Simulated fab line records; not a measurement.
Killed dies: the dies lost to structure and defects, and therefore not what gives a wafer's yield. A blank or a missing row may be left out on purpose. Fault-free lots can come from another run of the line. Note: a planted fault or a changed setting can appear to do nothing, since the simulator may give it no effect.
Which tool is to blame? ; flow nand harc ; 24 lots, 72 wafers sampled, at 6 steps of a route of 1302

WHAT THE GAUGES SHOWED, per wafer
Not one reading of a measure or inspect step in the record can be checked against a usual standard deviation.

WHICH TOOL RAN EACH LOT (tool, then ch and the chambers of the sampled wafers, then the start)
lot;NHARC_A_CONTACT_ETCH_118;NHARC_A_CONTACT_DEP_57;NHARC_A_CONTACT_ETCH_126;NHARC_A_CONTACT_ETCH_128;NHARC_A_CONTACT_STRIP_82;NHARC_A_CONTACT_DESCUM_13
L074;har cap etch-03 ch 0,1, day 20 22:34;acl dep-02 ch 0, day 21 01:59;har cap etch-03 ch 0,1, day 21 07:52;har cap etch-03 ch 0,1, day 21 08:13;rie diel-05 ch 1,3, day 21 15:21 or earlier;rie diel-05 ch 0,3, day 21 15:21
L076;har cap etch-03 ch 0,1, day 22 08:25;acl dep-03 ch 0, day 22 13:56;har cap etch-03 ch 0,1, day 22 20:22;har cap etch-03 ch 0,1, day 22 20:43;rie diel-07 ch 0,2,3, day 23 03:19 or earlier;rie diel-07 ch 2,3, day 23 03:19
L075;har cap etch-02 ch 0,1, day 22 09:49;acl dep-01 ch 0, day 22 16:20;har cap etch-02 ch 0,1, day 22 21:32;har cap etch-02 ch 0,1, day 22 22:00;rie diel-07 ch 0,3, day 23 05:40 or earlier;rie diel-11 ch 2,3, day 23 05:40
L077;har cap etch-01 ch 0,1, day 22 18:49;acl dep-02 ch 0, day 22 22:27;har cap etch-03 ch 0,1, day 23 03:58;har cap etch-03 ch 0,1, day 23 04:19;rie diel-07 ch 0,1,3, day 23 09:47 or earlier;rie diel-11 ch 0,1,3, day 23 09:47
L078;har cap etch-01 ch 0,1, day 23 00:31;acl dep-02 ch 0, day 23 04:44;har cap etch-03 ch 0,1, day 23 10:50;har cap etch-03 ch 0,1, day 23 11:11;rie diel-07 ch 0,1,2, day 23 16:43 or earlier;rie diel-07 ch 0,3, day 23 16:43
L079;har cap etch-01 ch 0,1, day 23 17:04;acl dep-02 ch 0, day 23 21:57;har cap etch-02 ch 0,1, day 24 02:33;har cap etch-02 ch 0,1, day 24 02:55;rie diel-07 ch 1,2,3, day 24 09:43 or earlier;rie diel-11 ch 0,3, day 24 09:43
L080;har cap etch-01 ch 0,1, day 24 08:02;acl dep-03 ch 0, day 24 16:29;har cap etch-02 ch 0,1, day 24 22:34;har cap etch-02 ch 0,1, day 24 22:55;rie diel-05 ch 0,3, day 25 07:23 or earlier;rie diel-07 ch 0,2,3, day 25 07:23
L081;har cap etch-01 ch 0, day 25 04:25;acl dep-03 ch 0, day 25 11:14;har cap etch-01 ch 0, day 25 17:11;har cap etch-01 ch 0, day 25 17:33;rie diel-11 ch 0,1,2, day 25 22:54 or earlier;rie diel-07 ch 0,1, day 25 22:54
L082;har cap etch-03 ch 0,1, day 25 05:22;acl dep-02 ch 0, day 25 12:28;har cap etch-03 ch 0,1, day 25 18:27;har cap etch-03 ch 0,1, day 25 18:55;rie diel-07 ch 1,2, day 26 00:46 or earlier;rie diel-07 ch 1,2,3, day 26 00:46
L085;har cap etch-03 ch 0,1, day 26 06:29;acl dep-03 ch 0, day 26 11:15;har cap etch-02 ch 0,1, day 26 17:26;har cap etch-02 ch 0,1, day 26 17:54;rie diel-05 ch 0,2,3, day 27 01:54 or earlier;rie diel-07 ch 0,1,2, day 27 01:54
L084;har cap etch-02 ch 0,1, day 26 07:50;acl dep-02 ch 0, day 26 13:40;har cap etch-03 ch 0,1, day 26 19:09;har cap etch-03 ch 0,1, day 26 19:30;rie diel-05 ch 0,1,3, day 27 07:41 or earlier;rie diel-07 ch 0,1,3, day 27 07:41
L083;har cap etch-01 ch 0,1, day 26 10:01;acl dep-01 ch 0, day 26 15:37;har cap etch-02 ch 0,1, day 26 21:49;har cap etch-02 ch 0,1, day 26 22:10;rie diel-05 ch 1,2,3, day 27 11:04 or earlier;rie diel-11 ch 0,2, day 27 11:04
L087;har cap etch-03 ch 0,1, day 26 10:16;acl dep-03 ch 0, day 26 16:17;har cap etch-03 ch 0,1, day 26 22:18;har cap etch-03 ch 0,1, day 26 22:39;rie diel-07 ch 1,2, day 27 13:44 or earlier;rie diel-07 ch 1,2,3, day 27 13:44
L086;har cap etch-01 ch 0,1, day 26 19:53;acl dep-03 ch 0, day 27 05:12;har cap etch-01 ch 0,1, day 27 11:13;har cap etch-01 ch 0,1, day 27 11:35;rie diel-07 ch 0,1,2, day 27 20:34 or earlier;rie diel-05 ch 0,1,2, day 27 20:34
L088;har cap etch-03 ch 1, day 27 09:25;acl dep-02 ch 0, day 27 15:13;har cap etch-03 ch 0,1, day 27 20:49;har cap etch-03 ch 0,1, day 27 21:10;rie diel-07 ch 1,3, day 28 02:31 or earlier;rie diel-11 ch 0,2,3, day 28 02:31
L090;har cap etch-02 ch 0,1, day 27 09:35;acl dep-01 ch 0, day 27 15:59;har cap etch-02 ch 0, day 27 21:31;har cap etch-02 ch 0, day 27 21:52;rie diel-05 ch 0,2,3, day 28 03:24 or earlier;rie diel-05 ch 0,1,3, day 28 03:24
L089;har cap etch-01 ch 0,1, day 27 17:59;acl dep-02 ch 0, day 27 22:32;har cap etch-03 ch 0,1, day 28 03:43;har cap etch-03 ch 0,1, day 28 04:04;rie diel-05 ch 0,1,3, day 28 10:19 or earlier;rie diel-11 ch 0,3, day 28 10:19
L091;har cap etch-03 ch 0,1, day 28 17:13;acl dep-02 ch 0, day 28 20:53;har cap etch-02 ch 0, day 29 03:04;har cap etch-02 ch 0, day 29 03:25;rie diel-07 ch 0,3, day 29 08:53 or earlier;rie diel-07 ch 0,1,3, day 29 08:53
L092;har cap etch-01 ch 0,1, day 29 04:13;acl dep-01 ch 0, day 29 07:14;har cap etch-02 ch 0,1, day 29 13:17;har cap etch-02 ch 0,1, day 29 13:38;rie diel-11 ch 0,2,3, day 29 19:19 or earlier;rie diel-07 ch 1,2,3, day 29 19:19
L093;har cap etch-01 ch 0,1, day 29 17:31;acl dep-03 ch 0, day 29 22:49;har cap etch-02 ch 0,1, day 30 04:49;har cap etch-02 ch 0,1, day 30 05:10;rie diel-11 ch 1,2,3, day 30 11:06 or earlier;rie diel-07 ch 1,2,3, day 30 11:06
L094;har cap etch-03 ch 0,1, day 29 18:38;acl dep-02 ch 0, day 30 01:04;har cap etch-01 ch 0,1, day 30 06:35;har cap etch-01 ch 0,1, day 30 06:56;rie diel-07 ch 0,1, day 30 12:30 or earlier;rie diel-07 ch 1,2,3, day 30 12:30
L096;har cap etch-01 ch 0,1, day 30 04:28;acl dep-02 ch 0, day 30 08:46;har cap etch-02 ch 0,1, day 30 14:00;har cap etch-02 ch 0,1, day 30 14:21;rie diel-07 ch 1,2, day 30 19:47 or earlier;rie diel-11 ch 0,2,3, day 30 19:47
L095;har cap etch-03 ch 0,1, day 30 04:43;acl dep-01 ch 0, day 30 10:33;har cap etch-03 ch 0,1, day 30 17:50;har cap etch-03 ch 0,1, day 30 18:12;rie diel-07 ch 0,1,3, day 30 23:34 or earlier;rie diel-07 ch 0,1,2, day 30 23:34
L097;har cap etch-03 ch 0,1, day 31 19:42;acl dep-02 ch 0, day 32 02:43;har cap etch-03 ch 0,1, day 32 08:17;har cap etch-03 ch 0,1, day 32 08:38;rie diel-11 ch 0,2,3, day 32 14:54 or earlier;rie diel-05 ch 0,1,3, day 32 14:54
- NHARC_A_CONTACT_ETCH_118: etches the open film in C4F8/O2/Ar, time 190 s, target depth 1850 nm.
- NHARC_A_CONTACT_DEP_57: deposits aC, target thk 5300 nm.
- NHARC_A_CONTACT_ETCH_126: etches the open film in C4F8/O2/Ar, time 197 s, target depth 1918 nm.
- NHARC_A_CONTACT_ETCH_128: etches the open film in C4F8/O2/Ar, time 197 s, target depth 1918 nm.
- NHARC_A_CONTACT_STRIP_82: strips in O2.
- NHARC_A_CONTACT_DESCUM_13: chemistry O2, time 3 s.

AS READ BY THE TOOLS THEMSELVES (means over the sampled wafers that have a number; for cases with no such wafer, the mark the record gives instead)
NHARC_A_CONTACT_DEP_57. Usual: throttle valve pct 35.000 %, standard deviation 0.0093.
lot;tool;throttle valve pct (%);flag
L074;acl dep-02;35.000;
L076;acl dep-03;35.003;
L075;acl dep-01;34.985;
L077;acl dep-02;35.001;
L078;acl dep-02;35.003;
L079;acl dep-02;34.997;
L080;acl dep-03;35.003;
L081;acl dep-03;34.986;
L082;acl dep-02;35.008;
L085;acl dep-03;35.003;
L084;acl dep-02;34.997;
L083;acl dep-01;35.006;
L087;acl dep-03;34.999;
L086;acl dep-03;35.010;
L088;acl dep-02;34.993;
L090;acl dep-01;34.999;
L089;acl dep-02;35.010;
L091;acl dep-02;34.998;
L092;acl dep-01;34.998;
L093;acl dep-03;34.998;
L094;acl dep-02;35.000;
L096;acl dep-02;35.006;
L095;acl dep-01;35.001;
L097;acl dep-02;34.995;

NHARC_A_CONTACT_STRIP_82. Usual: drypump motor current A 5.71 A, standard deviation 0.3; oes product au 0.999 a.u., standard deviation 0.01; rf vpp V 57.8 V, standard deviation 0.97; showerhead plenum p Torr 3.49 Torr, standard deviation 0.19; throttle valve pct 17.037 %, standard deviation 0.009.
lot;tool;drypump motor current A (A);oes product au (a.u.);rf vpp V (V);showerhead plenum p Torr (Torr);throttle valve pct (%);flag
L074;rie diel-05;5.95;0.994;57.4;3.48;17.038;
L076;rie diel-07;5.54;1.000;58.1;3.64;17.042;
L075;rie diel-07;5.78;1.005;59.2;3.78;17.041;
L077;rie diel-07;5.82;1.004;57.6;3.61;17.045;
L078;rie diel-07;5.58;1.003;58.0;3.48;17.048;
L079;rie diel-07;5.59;1.002;58.3;3.51;17.035;
L080;rie diel-05;5.73;0.996;57.9;3.39;17.031;
L081;rie diel-11;5.84;0.995;57.4;3.46;17.035;
L082;rie diel-07;5.36;1.002;57.3;3.37;17.028;
L085;rie diel-05;5.90;0.988;57.9;3.47;17.044;
L084;rie diel-05;5.79;0.993;57.8;3.38;17.036;
L083;rie diel-05;5.97;0.997;57.4;3.46;17.039;
L087;rie diel-07;5.38;1.001;58.4;3.37;17.044;
L086;rie diel-07;5.59;1.001;57.7;3.47;17.037;
L088;rie diel-07;5.86;0.993;58.2;3.46;17.039;
L090;rie diel-05;5.89;0.991;57.6;3.47;17.037;
L089;rie diel-05;5.80;0.997;56.9;3.37;17.046;
L091;rie diel-07;5.76;1.010;58.9;3.76;17.035;
L092;rie diel-11;5.91;0.991;56.6;3.49;17.033;
L093;rie diel-11;5.75;1.005;56.9;3.49;17.036;
L094;rie diel-07;5.79;1.016;58.4;3.56;17.032;
L096;rie diel-07;5.62;1.009;57.9;3.32;17.038;
L095;rie diel-07;5.81;1.009;58.1;3.59;17.045;
L097;rie diel-11;5.89;0.999;57.9;3.48;17.032;

NHARC_A_CONTACT_DESCUM_13. Usual: drypump motor current A 5.70 A, standard deviation 0.29; oes product au 0.998 a.u., standard deviation 0.0098; rf vpp V 57.6 V, standard deviation 0.97; showerhead plenum p Torr 1.90 Torr, standard deviation 0.12; throttle valve pct 11.311 %, standard deviation 0.0093.
lot;tool;drypump motor current A (A);oes product au (a.u.);rf vpp V (V);showerhead plenum p Torr (Torr);throttle valve pct (%);flag
L074;rie diel-05;5.72;0.995;57.5;1.84;11.304;
L076;rie diel-07;5.53;1.003;58.1;2.00;11.310;
L075;rie diel-11;5.93;0.998;58.3;2.00;11.310;
L077;rie diel-11;5.69;1.003;57.5;1.81;11.312;
L078;rie diel-07;5.74;1.001;57.8;2.04;11.316;
L079;rie diel-11;5.85;0.990;57.8;1.81;11.304;
L080;rie diel-07;5.51;0.999;58.3;1.98;11.302;
L081;rie diel-07;5.85;0.994;57.3;1.86;11.317;
L082;rie diel-07;5.57;1.007;58.0;1.90;11.307;
L085;rie diel-07;5.58;1.007;58.0;1.88;11.307;
L084;rie diel-07;5.77;0.999;57.8;1.96;11.312;
L083;rie diel-11;5.98;0.993;56.7;1.87;11.315;
L087;rie diel-07;5.58;0.999;57.4;1.90;11.316;
L086;rie diel-05;5.79;0.982;57.9;1.83;11.306;
L088;rie diel-11;5.90;0.994;56.8;1.89;11.302;
L090;rie diel-05;5.78;0.989;57.4;1.82;11.310;
L089;rie diel-11;5.87;0.996;57.1;1.80;11.311;
L091;rie diel-07;5.80;1.003;57.8;1.95;11.319;
L092;rie diel-07;5.57;1.000;58.0;1.90;11.310;
L093;rie diel-07;5.58;1.007;57.4;1.90;11.308;
L094;rie diel-07;5.58;1.007;57.1;1.90;11.309;
L096;rie diel-11;5.89;0.989;56.7;1.89;11.311;
L095;rie diel-07;5.57;1.005;57.9;1.87;11.299;
L097;rie diel-05;5.80;0.997;58.2;1.81;11.310;

THE ANSWER, worked out from the rows above alone
Rule: a lot counts as off when the mean over its wafers that have a number is more than 3 standard deviations away from the usual mean. A lot without any number at a reading at which 4 lots or more have one is off too. Where the step has rows for the other lots, those lots are counted as sound. First the gauges in route order, then the tools' own readings, where a lot's mean is used as printed above. The first step at which some lot is off is used, and at that step the reading that is off furthest; a lot without a number counts as furthest.
None of the lots is off at any reading shown; this tells nothing.

WHAT THE SIMULATOR PUT IN
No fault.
